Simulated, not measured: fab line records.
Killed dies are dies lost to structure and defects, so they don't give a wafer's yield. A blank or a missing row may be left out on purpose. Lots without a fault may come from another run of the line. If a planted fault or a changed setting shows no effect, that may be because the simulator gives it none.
Chamber matching | flow n5Finfet | N5_BEOL_M8_STRIP_19 on rieDiel-03 has 4 sister chambers
The step strips in O2. 8 wafers are shown with their chamber, then 10 later ones without.

WAFERS PAIRED WITH THEIR CHAMBERS
wafer  | chamber | drypumpMotorCurrentA (A) | showerheadPlenumPTorr (Torr)
L078.2 | 1       | 6.6                      | 2.07
L079.1 | 1       | 6.6                      | 2.07
L082.1 | 3       | 5.9                      | 1.98
L083.3 | 0       | 6.1                      | 2.00
L083.4 | 3       | 5.9                      | 1.98
L083.6 | 2       | 5.7                      | 2.08
L089.3 | 2       | 5.7                      | 2.07
L089.5 | 0       | 6.0                      | 1.99

WAFERS WITHOUT THEIR CHAMBER
wafer  | drypumpMotorCurrentA (A) | showerheadPlenumPTorr (Torr)
L089.6 | 5.9                      | 1.98
L088.1 | 6.6                      | 2.06
L088.2 | 5.9                      | 1.98
L088.4 | 5.9                      | 1.98
L090.1 | 5.9                      | 1.98
L090.5 | 5.9                      | 1.98
L090.6 | 6.6                      | 2.06
L097.3 | 5.7                      | 2.07
L097.5 | 5.6                      | 2.07
L097.6 | 5.9                      | 1.97

THE CHAMBER EACH PASSED THROUGH
wafer  | from the rows above | in truth
L089.6 | 3                   | 3
L088.1 | 1                   | 1
L088.2 | 3                   | 3
L088.4 | 3                   | 3
L090.1 | 3                   | 3
L090.5 | 3                   | 3
L090.6 | 1                   | 1
L097.3 | 2                   | 2
L097.5 | 2                   | 2
L097.6 | 3                   | 3
Correct placement for 10 of the 10. Number that these rows cannot place: 0. Wrongly placed: 0.
How it was worked out, from the rows above alone: a wafer's distance from a chamber is the root of the sum, over the readings, of the square of ((its reading less the chamber's mean) divided by the reading's scatter). The wafer belongs to the nearest chamber; if the next one is less than 2 further off, it can't be placed. Each chamber's mean is taken over the wafers shown for it. The scatter: take each reading less its chamber's mean, square it, sum over the shown wafers, divide by the number of wafers less the number of chambers, and take the root.
